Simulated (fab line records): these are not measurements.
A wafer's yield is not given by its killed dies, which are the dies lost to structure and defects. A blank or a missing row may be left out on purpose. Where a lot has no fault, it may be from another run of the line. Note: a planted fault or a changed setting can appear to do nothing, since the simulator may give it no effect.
Check of tool commonality	flow nand-harc	Sample size 6 lots and 18 wafers

== REASON FOR OPENING ==
At NHARC_END_SORT_01 the reading sort_bin_2_pct is flagged on 3 of 6 lots. No-fault wafers: 1.5 %, standard deviation 0.62.
Rule: flag the lot when none of its wafers has a number, or when each of its wafers that has one lies beyond 4 standard deviations from that mean. The rest of the lots are taken to be sound.

lot	measured	on	sort_bin_2_pct (%), wafer by wafer	flag
L894	day 20 00:14	prober-02	98.2 98.5 98.2	FLAGGED
L898	day 20 20:20	prober-02	98.2 96.2 96.6	FLAGGED
L895	day 21 05:05	prober-01	97.2 97.5 96.9	FLAGGED
L900	day 21 20:40	prober-02	1.0 1.0 0.6	
L903	day 21 20:44	prober-01	2.7 3.0 1.8	
L912	day 24 17:34	prober-02	1.2 2.4 1.3	
Flagged lots average 97.5 %: +96.0 % relative to the usual, that is +99 or more standard deviations.

== WHICH TOOL RAN EACH LOT ==
The record holds 3 process steps before the reading, out of a route of 1159 steps. Read each cell as the tool, then ch plus the chambers that the sampled wafers visited, then the start.
lot	flag	NHARC_A_M1_ETCH_35	NHARC_A_M1_ETCH_15	NHARC_A_M1_ETCH_28
L894	FLAGGED	rie-diel-05 ch 0,1,2, day 18 07:51	rie-diel-05 ch 0,3, day 18 07:56	rie-diel-08 ch 0,2, day 20 00:14 or earlier
L898	FLAGGED	rie-diel-13 ch 2,3, day 19 03:13	rie-diel-13 ch 0,1,3, day 19 03:20	rie-diel-05 ch 0,2,3, day 20 20:20 or earlier
L895	FLAGGED	rie-diel-13 ch 1,3, day 19 06:28	rie-diel-13 ch 0,2,3, day 19 06:34	rie-diel-05 ch 0,1,2, day 21 05:05 or earlier
L900		rie-diel-05 ch 1,2,3, day 20 00:28	rie-diel-05 ch 1,2, day 20 00:41 or earlier	rie-diel-05 ch 0,1,3, day 21 20:40 or earlier
L903		rie-diel-05 ch 0,1, day 20 05:08	rie-diel-05 ch 1,2,3, day 20 05:22 or earlier	rie-diel-08 ch 0,1,2, day 21 20:44 or earlier
L912		rie-diel-08 ch 1,3, day 23 06:26	rie-diel-08 ch 1,2,3, day 23 06:39 or earlier	rie-diel-13 ch 0,1,3, day 24 17:34 or earlier
What is done by these steps:
- NHARC_A_M1_ETCH_35: etches the open film in N2/H2, target depth 40 nm, overetch 12 nm, time 43.94 s.
- NHARC_A_M1_ETCH_15: etches the open film in C4F8/Ar, target depth 182.5 nm, time 91.2 s.
- NHARC_A_M1_ETCH_28: etches the open film in CF4/N2, target depth 30 nm, time 72.99 s.
- NHARC_END_SORT_01

== FLAGGED OVER TOTAL, TOOL BY TOOL (the gauges that took the reading come last) ==
step	tool	lots run	flagged	share of the flagged lots	sound lots run after its first flagged lot
NHARC_A_M1_ETCH_35	rie-diel-05	3	1	some	2 (L900,L903)
NHARC_A_M1_ETCH_35	rie-diel-08	1	0	none	-
NHARC_A_M1_ETCH_35	rie-diel-13	2	2	some	0
NHARC_A_M1_ETCH_15	rie-diel-05	3	1	some	2 (L900,L903)
NHARC_A_M1_ETCH_15	rie-diel-08	1	0	none	-
NHARC_A_M1_ETCH_15	rie-diel-13	2	2	some	0
NHARC_A_M1_ETCH_28	rie-diel-05	3	2	some	1 (L900)
NHARC_A_M1_ETCH_28	rie-diel-08	2	1	some	1 (L903)
NHARC_A_M1_ETCH_28	rie-diel-13	1	0	none	-
NHARC_END_SORT_01	prober-01	2	1	some	1 (L903)
NHARC_END_SORT_01	prober-02	4	2	some	2 (L900,L912)
NHARC_A_M1_ETCH_15: start missing for some lots; hours and lot order therefore follow NHARC_A_M1_CD_MEAS_16. NHARC_A_M1_ETCH_28: start missing for some lots; hours and lot order therefore follow NHARC_END_SORT_01.

== THE TABLE: WHAT IT ALLOWS ==
No row of the table ran every flagged lot.

== WHAT HAD BEEN PUT IN BY THE SIMULATOR ==
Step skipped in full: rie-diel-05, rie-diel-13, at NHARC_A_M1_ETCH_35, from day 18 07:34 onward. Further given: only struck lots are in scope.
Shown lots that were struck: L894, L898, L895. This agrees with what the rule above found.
